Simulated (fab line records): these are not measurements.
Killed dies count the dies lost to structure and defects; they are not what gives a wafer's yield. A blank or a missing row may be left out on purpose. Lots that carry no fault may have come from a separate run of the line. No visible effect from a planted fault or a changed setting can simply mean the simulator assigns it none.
One fault seen from 3 desks | flow n5Finfet | only its own numbers are on each desk; what lay behind them is given at the end

== TOOL OWNER'S DESK, arfiScanner-03 ==
The tool's own readings at N5_FIN_SAQP_EXPOSE_13 (exposes mask FIN CORE, target cd 35.6 nm): means of the sampled wafers that have a number, for each lot that ran on this tool. Any lot whose mean is over 4 standard deviations away from the usual mean is out of limits and marked OUT; that distance is given in the brackets.
Columns: A = exposureDoseMJCm2 at N5_FIN_SAQP_EXPOSE_13, usual 63.22; B = focusOffsetNm at N5_FIN_SAQP_EXPOSE_13, usual 0.1 nm
lot  | first seen here | A               | B
L817 | day 2 03:51     | 63.11           | 0.0
L823 | day 3 15:28     | 60.68 (-36) OUT | 0.4
L825 | day 4 04:25     | 61.15 (-30) OUT | -0.4
This desk's finding: out of limits on L823, L825; first on L823, day 3 15:28 (exposureDoseMJCm2 at N5_FIN_SAQP_EXPOSE_13). In limits: L817.

== THE DEFECT DESK ==
Per lot, the means of the sampled wafers with a number show what the inspections along the route counted. Any lot whose mean is over 4 standard deviations away from the usual mean is out of limits and marked OUT; that distance is given in the brackets.
Columns: A = rawDefectCount at N5_FIN_SAQP_INSPECT_18, usual 437
lot  | first seen here | A
L817 | day 2 04:03     | 435
L818 | day 2 10:28     | 376
L823 | day 3 15:39     | 562
L825 | day 4 04:37     | 386
L829 | day 5 03:28     | 350
L832 | day 5 21:48     | 372
L834 | day 6 09:46     | 471
L837 | day 7 04:02     | 339
L838 | day 7 10:39     | 404
L839 | day 7 16:34     | 326
Result from this desk: across the 10 lots, nothing is out of limits.

== AT THE METROLOGY DESK ==
Lot by lot, what the gauges showed, no matter which tool ran the lot: averages of those sampled wafers that carry a number. Any lot whose mean is over 4 standard deviations away from the usual mean is out of limits and marked OUT; that distance is given in the brackets. Of its 11 readings 7 are shown: those that lie furthest out on some lot.
Columns: A = cdNm at N5_FIN_SAQP_CD_MEAS_16, usual 35.5 nm; B = IOFF_P at N5_BEOL_M4_RC_MEAS_101, usual 0.23 nA/um; C = ION_N at N5_BEOL_M4_RC_MEAS_101, usual 680 uA/um; D = ION_P at N5_BEOL_M4_RC_MEAS_101, usual 466 uA/um; E = SS_N at N5_BEOL_M4_RC_MEAS_101, usual 71.7 mV/dec; F = VT_N at N5_BEOL_M4_RC_MEAS_101, usual 248 mV; G = VT_P at N5_BEOL_M4_RC_MEAS_101, usual -249 mV
lot  | first seen here | A    | B    | C   | D   | E    | F   | G
L817 | day 2 03:59     | 35.2 | 0.20 | 677 | 458 | 71.1 | 250 | -253
L818 | day 2 10:23     | 35.7 | 0.30 | 701 | 478 | 72.1 | 243 | -243
L823 | day 3 15:35     | 36.8 | 0.22 | 671 | 464 | 72.2 | 248 | -248
L825 | day 4 04:32     | 36.7 | 0.24 | 672 | 468 | 71.9 | 249 | -246
L829 | day 5 03:23     | 35.3 | 0.21 | 680 | 462 | 71.5 | 249 | -250
L832 | day 5 21:44     | 35.0 | 0.17 | 672 | 452 | 71.8 | 251 | -254
L834 | day 6 09:43     | 35.3 | 0.21 | 665 | 457 | 70.7 | 251 | -251
L837 | day 7 03:58     | 35.7 | 0.25 | 692 | 466 | 72.7 | 247 | -250
L838 | day 7 10:35     | 35.6 | 0.21 | 676 | 465 | 71.2 | 251 | -252
L839 | day 7 16:30     | 35.8 | 0.29 | 694 | 480 | 72.2 | 242 | -242
Result from this desk: across the 10 lots, nothing is out of limits.

== ALL TOGETHER ==
On L823, L825, at day 3 15:28, an alarm was possible from the tool owner's desk.
The defect desk saw nothing out of limits.
Nothing out of limits was seen by the metrology desk.
The defect desk has L823, L825 on record, within its limits.
The metrology desk holds a record of L823, L825, inside its limits.
N5_FIN_SAQP_EXPOSE_13 was run on arfiScanner-03 by each of the lots named.

== WHAT THE SIMULATOR HAD PUT IN ==
Process parameters drifting: arfiScanner-03 at N5_FIN_SAQP_EXPOSE_13, beginning at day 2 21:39. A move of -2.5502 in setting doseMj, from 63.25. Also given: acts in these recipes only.
Lots struck among those shown: L823, L825.
Hours from the fault's start to each desk's first reading out of limits: the tool owner's desk, 18.
